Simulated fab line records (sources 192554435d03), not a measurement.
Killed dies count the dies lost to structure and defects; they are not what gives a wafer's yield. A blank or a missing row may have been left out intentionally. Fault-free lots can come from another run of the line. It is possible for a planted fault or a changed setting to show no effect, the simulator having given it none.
Chamber matching ; flow n5 finfet ; ald metal-03 running N5_BEOL_M3_ALD_84: 4 sister chambers
The step deposits TaN, pulse time 2 s, purge time 3 s, co reactant purge time 2 s. 8 wafers are shown with their chamber, then 9 later ones without.

## WAFERS WITH THEIR CHAMBER
wafer;chamber;heater power w (W);mfc carrier sccm (sccm)
L083.4;0;498;1499
L085.2;0;501;1502
L087.1;3;423;1496
L087.5;2;434;1495
L087.6;1;456;1504
L086.2;2;450;1501
L086.3;3;427;1504
L086.6;1;440;1504

## WAFERS WHOSE CHAMBER IS MISSING
wafer;heater power w (W);mfc carrier sccm (sccm)
L089.2;443;1503
L089.4;501;1500
L089.5;451;1514
L094.1;509;1500
L094.5;427;1501
L094.6;449;1500
L095.1;434;1496
L095.3;445;1493
L095.4;441;1496

## EACH ONE'S CHAMBER
wafer;from the rows above;in truth
L089.2;can't be placed: 1 or 2 or 3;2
L089.4;0;0
L089.5;can't be placed: 1 or 2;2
L094.1;0;0
L094.5;can't be placed: 3 or 2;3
L094.6;can't be placed: 2 or 1 or 3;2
L095.1;can't be placed: 2 or 3 or 1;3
L095.3;can't be placed: 2 or 1 or 3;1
L095.4;can't be placed: 2 or 3 or 1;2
Correctly placed: 2 of 9. Unplaceable from these rows: 7, with the true chamber sitting among the candidates in 7. Number placed wrongly: 0.
How it was worked out, from the rows above alone: a wafer's distance from a chamber is the root of the sum, over the readings, of the square of ((its reading less the chamber's mean) divided by the reading's scatter). The wafer belongs to the nearest chamber; if the next one is less than 2 further off, it can't be placed. For every chamber, the mean is computed from those of its wafers that are shown. The scatter is the square root of a quotient: the sum, over the shown wafers, of each reading's squared deviation from its chamber's mean, divided by wafers minus chambers.
